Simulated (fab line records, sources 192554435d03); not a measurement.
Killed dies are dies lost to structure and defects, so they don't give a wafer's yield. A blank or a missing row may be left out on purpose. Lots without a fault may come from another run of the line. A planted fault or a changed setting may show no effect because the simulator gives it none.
fab line records | flow n5_finfet
record lots=7 wafers=39
route steps=1938 shown DUMMY_GATE@237 SD_EPI_N@288 HKMG_FIN@419 GATE_CUT@466 MOL_CONTACT_COAG@616 BEOL_M4@1111
start_h: hours from the record's first day to the start of the lot's first wafer shown | wait_h: hours since the lot's step before | " the same as in the row above | L1.1+2: a row that stands for several wafers | - no value, or no start given | * or withheld: withheld | < > ~ a bound
route shown NAME@n: a module of which the file shows steps, and the number in the route of the first | usual: mean/standard deviation of fault-free wafers | same: alike in all rows | chamber/n: place in a boat | sites: the reading at each site | _std_site: their standard deviation | _edge_site: outer sites' mean less inner sites' | radius_mm: how far each site lies from the wafer's centre | mask NAME#n: copy n | behind: the tool/chamber that last shaped the wafer | hold: why the lot was held/for how many hours/how that ended | device: the transistor (n, p or np) that didn't switch | end of line: the same wafers' tests at the end of the route | a step without rows: its recipe alone | killed: dies lost to structure and defects at the first sort, not the wafer's yield | map: a wafer's dies, x killed, . not, _ none there
set.NAME: the setting as run; set.NAME@STEP: as run at that earlier step | model.NAME: the simulator's own value behind a step, which no gauge read
lots whose settings were changed on purpose; a table a step, a row a wafer
## steps
# step N5_DUMMY_GATE_ETCH_37
# recipe chemistry=N2/H2 target=SOC target_depth_a=600 overetch_a=300 temp_c=40 ion_energy_ev=200 pressure_mtorr=30 source_w=840 bias_w=150 n2_flow_sccm=200 h2_flow_sccm=200
# step N5_DUMMY_GATE_ETCH_44
# recipe chemistry=HBr/O2 over_etch_frac=0.7 target_depth_a=1275 stop_on=SiO2 ion_energy_ev=60 bias_w=20 target=poly-Si mask_material=SiO2 pressure_mtorr=20 icp_w=400 HBr_flow_sccm=120 O2_flow_sccm=10
# step N5_DUMMY_GATE_ETCH_42
# recipe chemistry=CHF3/O2 target=SiO2 target_depth_a=35 time_s=31 ion_energy_ev=30 bias_w=12 pressure_mtorr=30 source_w=600 Ar_flow_sccm=200 CHF3_flow_sccm=50 O2_flow_sccm=5
# step N5_SD_EPI_N_EPI_21
# recipe material=Si:P dopant=P temp_c=680 pressure_torr=255 time_s=690
# step N5_SD_EPI_N_LINER_46
# recipe material=SiNx target_thk_a=30 temp_c=400 ald_precursor_family=SiH2I2 ald_co_reactant=N2/H2-plasma pressure_torr=2
# step N5_HKMG_FIN_ALD_36
# recipe material=TiN target_thk_a=10 temp_c=400 ald_precursor_family=TiCl4 ald_co_reactant=NH3 pulse_time_s=1 purge_time_s=3 co_reactant_purge_time_s=2 co_reactant_pulse_time_s=2 ald_cycles=47 pressure_torr=3
# step N5_GATE_CUT_ETCH_56
# recipe chemistry=Cl2/Ar target=TiN target_depth_a=216 pressure_mtorr=10 icp_w=600 bias_w=60 Cl2_flow_sccm=40 Ar_flow_sccm=60
# step N5_GATE_CUT_CUT_ETCH_54
# recipe chemistry=Cl2/BCl3 target=TiN mask_material=SiO2 target_depth_a=967 pressure_mtorr=10 icp_w=1000 bias_w=126 Cl2_flow_sccm=53.25 bcl3_flow_sccm=21.75 Ar_flow_sccm=25 ends=cleared
# step N5_MOL_CONTACT_COAG_ETCH_124
# recipe chemistry=CH3F/O2 target=SiNx target_depth_a=65 mask_material=SOC stop_on=SiOC over_etch_frac=0.3 ion_energy_ev=120 pressure_mtorr=30 source_w=395 bias_w=73 Ar_flow_sccm=150 CH3F_flow_sccm=30 O2_flow_sccm=20 ends=end_point
# step N5_BEOL_M4_RC_MEAS_101
# usual REXT_P=100.9/2.1 RS_SD_N=28.3/0.37
# columns lot.wafer tool chamber start_h wait_h set.source_w@DUMMY_GATE_ETCH_37 set.target_depth_a@DUMMY_GATE_ETCH_44 set.bias_w@DUMMY_GATE_ETCH_42 set.epi_growth_time_s@SD_EPI_N_EPI_21 set.target_thk_a@SD_EPI_N_LINER_46 set.temp_c@HKMG_FIN_ALD_36 set.Cl2_flow_sccm@GATE_CUT_ETCH_56 set.Cl2_flow_sccm@GATE_CUT_CUT_ETCH_54 set.bias_w@MOL_CONTACT_COAG_ETCH_124 REXT_P[ohm.um] RS_SD_N[ohm/sq]
L076.1 prober-02 0 200.28 0.1 772.3 1205 12 690 30 400 35.14 53.25 73 97.3 27.9
L076.2 " 0 " " 840 1205 12 690 31.81 400 40 53.25 73 99.6 28.0
L076.3 " 0 " " 772.3 1275 12 690 30 400 40 53.25 73 97.8 27.7
L076.4 " 0 " " 772.3 1205 12 690 31.81 400 35.14 53.25 73 98.8 28.0
L076.5 " 0 " " 840 1275 12 690 31.81 400 35.14 53.25 73 100.3 28.1
L076.6 " 0 " " 840 1275 12 690 30 400 40 53.25 73 97.6 27.7
L081.1 prober-01 0 224.87 0.3 840 1275 9.728 629.6 31.94 400 40 60.98 73 105.2 29.4
L081.2 " 0 " " 840 1275 12 690 30 385.3 40 60.98 73 102.7 27.7
L081.3 " 0 " " 840 1275 9.728 629.6 30 385.3 40 53.25 73 101.8 29.5
L081.4 " 0 " " 840 1275 12 690 30 400 40 53.25 85.87 101.4 27.8
L081.5 " 0 " " 840 1275 9.728 690 31.94 400 40 53.25 85.87 103.4 27.9
L081.6 " 0 " " 840 1275 12 629.6 31.94 385.3 40 60.98 85.87 104.8 29.9
L085.1 prober-01 0 257.76 0.0 840 1275 11.24 616.3 30 400 40 65.78 79.96 101.9 30.5
L085.2 " 0 " " 840 1275 11.24 690 30 400 33.16 53.25 73 100.7 28.1
L085.3 " 0 " " 840 1275 12 690 30 412.9 40 53.25 73 102.2 28.3
L085.4 " 0 " " 840 1275 11.24 690 30 412.9 33.16 65.78 79.96 102.4 28.8
L085.5 " 0 " " 840 1275 12 616.3 30 412.9 33.16 65.78 73 101.2 30.4
L085.6 " 0 " " 840 1275 12 616.3 30 400 40 53.25 79.96 102.1 30.5
L086.1 prober-01 0 260.83 0.0 840 1275 12 690 30 400 35.02 53.25 73 102.5 28.9
L086.2 " 0 " " 840 1275 12 690 30 400 40 53.25 82.8 101.8 28.9
L086.3 " 0 " " 687 1275 12 690 30 400 35.02 42.1 82.8 101.5 29.1
L086.4 " 0 " " 840 1275 12 690 30 400 35.02 42.1 73 100.2 28.5
L086.5 " 0 " " 687 1275 12 690 30 400 40 42.1 73 102.7 28.3
L086.6 " 0 " " 687 1275 12 690 30 400 40 53.25 82.8 101.6 28.7
L089.1 prober-02 0 266.32 0.0 745.3 1275 12 690 30 400 40 53.25 73 105.4 28.6
L089.2 " 0 " " 840 1348 12 634.8 25.74 382.9 40 53.25 64.36 98.8 29.5
L089.3 " 0 " " 840 1275 13.45 690 25.74 400 40 43.9 73 99.4 28.2
L089.4 " 0 " " 745.3 1275 13.45 634.8 30 382.9 40 43.9 73 103.1 30.6
L089.5 " 0 " " 840 1348 12 690 30 382.9 40 43.9 64.36 104.7 28.8
L089.6 " 0 " " 745.3 1348 13.45 634.8 25.74 400 40 53.25 64.36 98.5 30.3
L088.1 prober-02 0 270.75 0.0 840 1275 12 690 30 400 40 53.25 73 103.8 28.3
L088.5 " 0 " " 840 1275 12 690 30 400 40 53.25 73 103.9 28.3
L088.6 " 0 " " 840 1275 12 690 30 400 40 53.25 73 104.3 28.2
L096.1 prober-01 0 316.29 0.0 840 1275 10.92 690 30 407.8 40 64.8 73 100.4 28.4
L096.2 " 0 " " 840 1275 12 690 30 400 40 53.25 73 100.6 28.5
L096.3 " 0 " " 729.3 1275 12 690 30 400 36.93 53.25 73 98.7 28.3
L096.4 " 0 " " 840 1275 10.92 760.4 30 400 36.93 64.8 73 98.6 26.8
L096.5 " 0 " " 729.3 1275 12 760.4 30 407.8 40 64.8 73 100.0 26.8
L096.6 " 0 " " 729.3 1275 10.92 760.4 30 407.8 36.93 53.25 73 100.2 26.6
## key
split step=N5_DUMMY_GATE_ETCH_37 setting=source_w stated_as=840
response none clear
split step=N5_DUMMY_GATE_ETCH_44 setting=target_depth_a stated_as=1275
response none clear
split step=N5_DUMMY_GATE_ETCH_42 setting=bias_w stated_as=12
response none clear
split step=N5_SD_EPI_N_EPI_21 setting=epi_growth_time_s stated_as=690
response step=N5_BEOL_M4_RC_MEAS_101 reading=RS_SD_N slope=-0.192 per=1% together_with=all explained=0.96
split step=N5_SD_EPI_N_LINER_46 setting=target_thk_a stated_as=30
response step=N5_BEOL_M4_RC_MEAS_101 reading=REXT_P slope=+0.407 per=1% together_with=all explained=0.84
split step=N5_HKMG_FIN_ALD_36 setting=temp_c stated_as=400
response none clear
split step=N5_GATE_CUT_ETCH_56 setting=Cl2_flow_sccm stated_as=40
response none clear
split step=N5_GATE_CUT_CUT_ETCH_54 setting=Cl2_flow_sccm stated_as=53.25
response none clear
split step=N5_MOL_CONTACT_COAG_ETCH_124 setting=bias_w stated_as=73
response none clear
